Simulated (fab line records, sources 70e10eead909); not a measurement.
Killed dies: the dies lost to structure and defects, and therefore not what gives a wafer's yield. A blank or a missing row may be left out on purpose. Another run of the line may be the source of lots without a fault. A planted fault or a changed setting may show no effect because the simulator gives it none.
fab line records + flow nand_harc
record
- lots=13
- wafers=39
- last_day=24
route steps=1159 shown P_STI@84 P_GATE@139
lots that met no fault: taken from a fault-free run of the same line
start_h: hours from the record's first day to the start of the lot's first wafer shown + wait_h: time in hours since the lot's previous step + " same as the row above + L1.1+2: a single row standing in for several wafers + - no value, or no start given + * or withheld: withheld + < > ~ a bound
route shown NAME@n: a module of which the file shows steps, and the number in the route of the first + usual: the fault-free wafers' mean and standard deviation + same: alike in all rows + chamber/n: place in a boat + sites: the reading at each site + _std_site: the values' standard deviation + _edge_site: outer sites' mean less inner sites' + radius_mm: how far each site lies from the wafer's centre + mask NAME#n: copy n + behind: the last tool/chamber to shape the wafer + hold: what put the lot on hold/how long, in hours/how the hold closed + device: the transistor (n, p or np) that didn't switch + end of line: at the end of the route, the tests of the same wafers + a step given without rows: its recipe and nothing more + killed: dies that structure and defects cost at the first sort, which is not the same as the wafer's yield + map: shows each die of a wafer: x if killed, . if not, _ if none is there
set.NAME: the run value of the setting; set.NAME@STEP: its run value at that earlier step + model.NAME: the simulator's own value behind a step, which no gauge read
one table for each step of the route and one row for each wafer, over a sample of lots
services: a tool's chamber out of use, with start hour (start_h, from the record's first day; less than 0 if before it), hours out, and reason
## steps
# step NHARC_P_STI_OVL_MEAS_10
# usual
- overlay_x_nm=1/6
- overlay_y_nm=0/7.7
| lot.wafer | tool       | chamber | start_h | wait_h | overlay_x_nm | overlay_y_nm |
|-----------|------------|---------|---------|--------|--------------|--------------|
| L443.4    | overlay-01 | -       | 31.74   | -      | 8            | -12          |
| L443.5    | "          | -       | "       | "      | 8            | -11          |
| L443.6    | "          | -       | "       | "      | 9            | -11          |
| L444.1    | overlay-02 | -       | 41.05   | -      | 5            | 1            |
| L444.5    | "          | -       | "       | "      | 5            | 1            |
| L444.6    | "          | -       | "       | "      | 5            | 1            |
| L445.3    | overlay-02 | -       | 49.96   | -      | -7           | 1            |
| L445.5    | "          | -       | "       | "      | -7           | 0            |
| L445.6    | "          | -       | "       | "      | -8           | 0            |
| L446.1    | overlay-01 | -       | 50.00   | -      | -5           | 1            |
| L446.2    | "          | -       | "       | "      | -5           | 1            |
| L446.4    | "          | -       | "       | "      | -5           | 2            |
| L448.1    | overlay-01 | -       | 65.21   | -      | -3           | 14           |
| L448.2    | "          | -       | "       | "      | -3           | 15           |
| L448.6    | "          | -       | "       | "      | -3           | 14           |
| L449.3    | overlay-02 | -       | 71.50   | -      | 0            | -1           |
| L449.5    | "          | -       | "       | "      | 0            | -1           |
| L449.6    | "          | -       | "       | "      | 0            | -1           |
| L451.4    | overlay-02 | -       | 84.85   | -      | 7            | 4            |
| L451.5    | "          | -       | "       | "      | 7            | 4            |
| L451.6    | "          | -       | "       | "      | 7            | 4            |
| L453.1    | overlay-02 | -       | 97.48   | -      | 10           | -2           |
| L453.2    | "          | -       | "       | "      | 10           | -3           |
| L453.4    | "          | -       | "       | "      | 11           | -3           |
| L458.4    | overlay-02 | -       | 128.78  | -      | 2            | -1           |
| L458.5    | "          | -       | "       | "      | 2            | -1           |
| L458.6    | "          | -       | "       | "      | 2            | -1           |
| L463.1    | overlay-02 | -       | 155.15  | -      | -3           | 5            |
| L463.2    | "          | -       | "       | "      | -3           | 5            |
| L463.4    | "          | -       | "       | "      | -2           | 5            |
| L464.3    | overlay-01 | -       | 161.27  | -      | -1           | 0            |
| L464.4    | "          | -       | "       | "      | -1           | -1           |
| L464.6    | "          | -       | "       | "      | -1           | 0            |
| L465.1    | overlay-01 | -       | 167.77  | -      | 7            | 9            |
| L465.2    | "          | -       | "       | "      | 8            | 9            |
| L465.6    | "          | -       | "       | "      | 8            | 8            |
| L466.1    | overlay-01 | -       | 174.58  | -      | 0            | -5           |
| L466.2    | "          | -       | "       | "      | 0            | -6           |
| L466.4    | "          | -       | "       | "      | 0            | -6           |
# step NHARC_P_GATE_PEB_24
# recipe
- peb_temp_c=100
- peb_time_s=65
| lot.wafer  | tool           | chamber | start_h | wait_h |
|------------|----------------|---------|---------|--------|
| L443.4+5+6 | litho_track-01 | 0       | 90.11   | 0.1    |
| L444.1+5+6 | litho_track-04 | 0       | 97.36   | 0.1    |
| L446.1+2+4 | litho_track-01 | 0       | 102.60  | 0.1    |
| L445.3+5+6 | litho_track-01 | 0       | 103.16  | 0.0    |
| L448.1+2+6 | litho_track-04 | 0       | 122.36  | 0.1    |
| L449.3+5+6 | litho_track-04 | 0       | 123.16  | 0.0    |
| L451.4+5+6 | litho_track-01 | 0       | 139.71  | 0.0    |
| L453.1+2+4 | litho_track-04 | 0       | 148.28  | 0.1    |
| L458.4+5+6 | litho_track-01 | 0       | 180.58  | 0.0    |
| L463.1+2+4 | litho_track-04 | 0       | 210.45  | 0.1    |
| L464.3+4+6 | litho_track-06 | 0       | 213.62  | 0.0    |
| L465.1+2+6 | litho_track-06 | 0       | 220.04  | 0.1    |
| L466.1+2+4 | litho_track-06 | 0       | 227.27  | 0.1    |
# step NHARC_P_GATE_CD_MEAS_26
# recipe
- target_cd_nm=120
- landing_energy_ev=500
# usual
- cd_nm=120.0/0.9
| lot.wafer | tool      | chamber | start_h | wait_h | cd_nm |
|-----------|-----------|---------|---------|--------|-------|
| L443.4    | cd_sem-03 | 0       | 90.19   | -      | 120.6 |
| L443.5    | "         | 0       | "       | "      | 120.3 |
| L443.6    | "         | 0       | "       | "      | 120.6 |
| L444.1    | cd_sem-01 | 0       | 97.44   | -      | 120.5 |
| L444.5    | "         | 0       | "       | "      | 120.4 |
| L444.6    | "         | 0       | "       | "      | 119.8 |
| L446.1    | cd_sem-02 | 0       | 102.68  | -      | 119.2 |
| L446.2    | "         | 0       | "       | "      | 119.5 |
| L446.4    | "         | 0       | "       | "      | 119.7 |
| L445.3    | cd_sem-01 | 0       | 103.24  | -      | 120.4 |
| L445.5    | "         | 0       | "       | "      | 120.5 |
| L445.6    | "         | 0       | "       | "      | 120.8 |
| L448.1    | cd_sem-02 | 0       | 122.44  | -      | 120.6 |
| L448.2    | "         | 0       | "       | "      | 121.4 |
| L448.6    | "         | 0       | "       | "      | 121.8 |
| L449.3    | cd_sem-03 | 0       | 123.24  | -      | 119.9 |
| L449.5    | "         | 0       | "       | "      | 121.4 |
| L449.6    | "         | 0       | "       | "      | 120.4 |
| L451.4    | cd_sem-01 | 0       | 139.79  | -      | 120.1 |
| L451.5    | "         | 0       | "       | "      | 120.0 |
| L451.6    | "         | 0       | "       | "      | 119.7 |
| L453.1    | cd_sem-02 | 0       | 148.35  | -      | 120.6 |
| L453.2    | "         | 0       | "       | "      | 121.3 |
| L453.4    | "         | 0       | "       | "      | 120.3 |
| L458.4    | cd_sem-02 | 0       | 180.66  | -      | 119.8 |
| L458.5    | "         | 0       | "       | "      | 120.4 |
| L458.6    | "         | 0       | "       | "      | 116.9 |
| L463.1    | cd_sem-01 | 0       | 210.52  | -      | 120.6 |
| L463.2    | "         | 0       | "       | "      | 121.0 |
| L463.4    | "         | 0       | "       | "      | 120.1 |
| L464.3    | cd_sem-02 | 0       | 213.70  | -      | 119.6 |
| L464.4    | "         | 0       | "       | "      | 118.5 |
| L464.6    | "         | 0       | "       | "      | 119.7 |
| L465.1    | cd_sem-02 | 0       | 220.12  | -      | 119.3 |
| L465.2    | "         | 0       | "       | "      | 119.8 |
| L465.6    | "         | 0       | "       | "      | 119.6 |
| L466.1    | cd_sem-02 | 0       | 227.35  | -      | 119.3 |
| L466.2    | "         | 0       | "       | "      | 119.7 |
| L466.4    | "         | 0       | "       | "      | 119.4 |
# step NHARC_P_GATE_CD_MEAS_33
# usual
- cd_nm=120.7/2.4
| lot.wafer | tool      | chamber | start_h | wait_h | cd_nm |
|-----------|-----------|---------|---------|--------|-------|
| L443.4    | cd_sem-01 | -       | 91.22   | -      | 124.7 |
| L443.5    | "         | -       | "       | "      | 120.4 |
| L443.6    | "         | -       | "       | "      | 121.7 |
| L444.1    | cd_sem-03 | -       | 98.76   | -      | 117.8 |
| L444.5    | "         | -       | "       | "      | 119.4 |
| L444.6    | "         | -       | "       | "      | 119.2 |
| L446.1    | cd_sem-03 | -       | 103.71  | -      | 119.8 |
| L446.2    | "         | -       | "       | "      | 119.6 |
| L446.4    | "         | -       | "       | "      | 120.5 |
| L445.3    | cd_sem-02 | -       | 104.24  | -      | 119.9 |
| L445.5    | "         | -       | "       | "      | 120.0 |
| L445.6    | "         | -       | "       | "      | 120.6 |
| L448.1    | cd_sem-02 | -       | 123.48  | -      | 126.6 |
| L448.2    | "         | -       | "       | "      | 122.2 |
| L448.6    | "         | -       | "       | "      | 124.3 |
| L449.3    | cd_sem-01 | -       | 124.31  | -      | 118.7 |
| L449.5    | "         | -       | "       | "      | 119.2 |
| L449.6    | "         | -       | "       | "      | 122.9 |
| L451.4    | cd_sem-03 | -       | 141.61  | 0.1    | 121.2 |
| L451.5    | "         | -       | "       | "      | 122.7 |
| L451.6    | "         | -       | "       | "      | 125.5 |
| L453.1    | cd_sem-01 | -       | 149.40  | -      | 124.9 |
| L453.2    | "         | -       | "       | "      | 121.5 |
| L453.4    | "         | -       | "       | "      | 122.3 |
| L458.4    | cd_sem-01 | -       | 182.11  | -      | 125.1 |
| L458.5    | "         | -       | "       | "      | 123.2 |
| L458.6    | "         | -       | "       | "      | 117.0 |
| L463.1    | cd_sem-03 | -       | 211.65  | -      | 118.5 |
| L463.2    | "         | -       | "       | "      | 122.5 |
| L463.4    | "         | -       | "       | "      | 119.7 |
| L464.3    | cd_sem-03 | -       | 214.80  | -      | 119.5 |
| L464.4    | "         | -       | "       | "      | 120.0 |
| L464.6    | "         | -       | "       | "      | 118.2 |
| L465.1    | cd_sem-02 | -       | 221.26  | -      | 120.4 |
| L465.2    | "         | -       | "       | "      | 119.5 |
| L465.6    | "         | -       | "       | "      | 120.7 |
| L466.1    | cd_sem-03 | -       | 228.42  | -      | 117.0 |
| L466.2    | "         | -       | "       | "      | 124.5 |
| L466.4    | "         | -       | "       | "      | 119.1 |
# step NHARC_P_GATE_ALD_36
# recipe
- target_thk_a=200
- pulse_time_s=60
- ald_cycles=223
- temp_c=400
- material=SiNx
# usual
- heater_power_w=834/79
- precursor_pulse_height_rel=0.997/0.02
| lot.wafer | tool       | chamber | start_h | wait_h | heater_power_w | precursor_pulse_height_rel |
|-----------|------------|---------|---------|--------|----------------|----------------------------|
| L443.4    | ald_sin-04 | 2       | 93.77   | -      | 776            | 1.018                      |
| L443.6    | "          | 0       | 95.87   | -      | 869            | 1.016                      |
| L443.5    | "          | 1       | 96.92   | -      | 911            | 0.993                      |
| L444.1    | ald_sin-02 | 2       | 102.04  | -      | 853            | 0.979                      |
| L444.6    | "          | 3       | 103.45  | -      | 695            | 1.011                      |
| L444.5    | "          | 2       | 106.26  | -      | 835            | 0.992                      |
| L446.4    | ald_sin-01 | 1       | 105.24  | -      | 919            | 1.033                      |
| L446.2    | "          | 2       | 106.31  | -      | 832            | 0.993                      |
| L446.1    | "          | 3       | 107.38  | -      | 911            | 0.995                      |
| L445.3    | ald_sin-04 | 2       | 105.82  | -      | 782            | 0.991                      |
| L445.6    | "          | 1       | 108.97  | -      | 896            | 0.991                      |
| L445.5    | "          | 2       | 110.03  | -      | 787            | 1.036                      |
| L448.1    | ald_sin-01 | 1       | 123.95  | -      | 934            | 1.003                      |
| L448.2    | "          | 2       | 125.01  | -      | 835            | 1.034                      |
| L448.6    | "          | 1       | 128.16  | -      | 901            | 0.971                      |
| L449.3    | ald_sin-02 | 2       | 125.83  | -      | 831            | 1.018                      |
| L449.6    | "          | 1       | 129.00  | -      | 920            | 1.005                      |
| L449.5    | "          | 2       | 130.05  | -      | 832            | 1.013                      |
| L451.4    | ald_sin-01 | 3       | 144.18  | -      | 901            | 0.993                      |
| L451.5    | "          | 1       | 146.28  | -      | 903            | 0.957                      |
| L451.6    | "          | 2       | 147.33  | -      | 841            | 0.994                      |
| L453.4    | ald_sin-02 | 3       | 150.93  | -      | 704            | 0.962                      |
| L453.1    | "          | 0       | 152.00  | -      | 751            | 1.009                      |
| L453.2    | "          | 1       | 153.07  | -      | 923            | 1.007                      |
| L458.4    | ald_sin-01 | 1       | 185.70  | -      | 912            | 0.999                      |
| L458.6    | "          | 2       | 186.74  | -      | 797            | 1.024                      |
| L458.5    | "          | 3       | 187.79  | -      | 978            | 0.975                      |
| L463.2    | ald_sin-02 | 0       | 212.11  | -      | 769            | 1.022                      |
| L463.4    | "          | 1       | 213.17  | -      | 922            | 1.013                      |
| L463.1    | "          | 2       | 214.22  | -      | 856            | 0.997                      |
| L464.4    | ald_sin-04 | 1       | 216.31  | -      | 916            | 0.986                      |
| L464.3    | "          | 3       | 218.44  | -      | 686            | 0.990                      |
| L464.6    | "          | 1       | 220.56  | -      | 932            | 1.001                      |
| L465.2    | ald_sin-01 | 0       | 221.73  | -      | 790            | 0.961                      |
| L465.1    | "          | 2       | 223.83  | -      | 795            | 0.954                      |
| L465.6    | "          | 0       | 225.93  | -      | 825            | 1.027                      |
| L466.2    | ald_sin-02 | 3       | 228.88  | -      | 708            | 0.993                      |
| L466.1    | "          | 2       | 231.74  | -      | 842            | 0.988                      |
| L466.4    | "          | 3       | 233.17  | -      | 736            | 1.004                      |
## services
| tool           | chamber | start_h | hours | kind       |
|----------------|---------|---------|-------|------------|
| ald_sin-02     | 0       | 92.46   | 9.0   | repair     |
| litho_track-01 | -       | 93.00   | 7.0   | pm         |
| litho_track-06 | -       | 117.00  | 7.0   | pm         |
| ald_sin-01     | 3       | 119.62  | 3.9   | repair     |
| litho_track-04 | -       | 141.00  | 7.0   | pm         |
| ald_sin-01     | 3       | 148.38  | 10.0  | vent_cycle |
| ald_sin-01     | 0       | 158.38  | -     | clean      |
| ald_sin-01     | 1       | 158.38  | -     | clean      |
| ald_sin-01     | 2       | 158.38  | -     | clean      |
| ald_sin-01     | 3       | 158.38  | -     | clean      |
| ald_sin-04     | -       | 186.75  | 10.0  | pm         |
| ald_sin-04     | 0       | 186.75  | 10.0  | vent_cycle |
| ald_sin-04     | 1       | 186.75  | 10.0  | vent_cycle |
| ald_sin-04     | 2       | 186.75  | 10.0  | vent_cycle |
| ald_sin-04     | 3       | 186.75  | 10.0  | vent_cycle |
| ald_sin-04     | 0       | 196.75  | -     | clean      |
| ald_sin-04     | 1       | 196.75  | -     | clean      |
| ald_sin-04     | 2       | 196.75  | -     | clean      |
| ald_sin-04     | 3       | 196.75  | -     | clean      |
| ald_sin-02     | -       | 205.07  | 2.6   | repair     |
## key
first_sign
- step=NHARC_P_GATE_CD_MEAS_26
- reading=cd_nm
- direction=down
- sigmas=3.4
- usual=120.0
- struck=116.9
effect none on later readings
met_at NHARC_P_GATE_PEB_24
struck_lots L458
struck_wafers L458.6
tester_left_out L458
not_acting_at NHARC_P_STI_OVL_MEAS_10,NHARC_P_GATE_CD_MEAS_33,NHARC_P_GATE_ALD_36
onset_between 139.71 180.58
fault
- kind=process_parameter_drift
- tool=litho_track-01
- chamber=-
- onset_h=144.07
- steps=NHARC_P_GATE_PEB_24
- channel=peb_time_s
- offset=*
- shape=step
- end_h=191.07
- scope=struck_wafers_only
- acts_in=*
- stated=*
# tester_left_out: of these lots the tester's yield and bins aren't shown, on N5 and GAA mostly nor the transistor test; their killed dies are dies lost to structure and defects alone, not to doping, threshold or leakage, so they don't give the yield
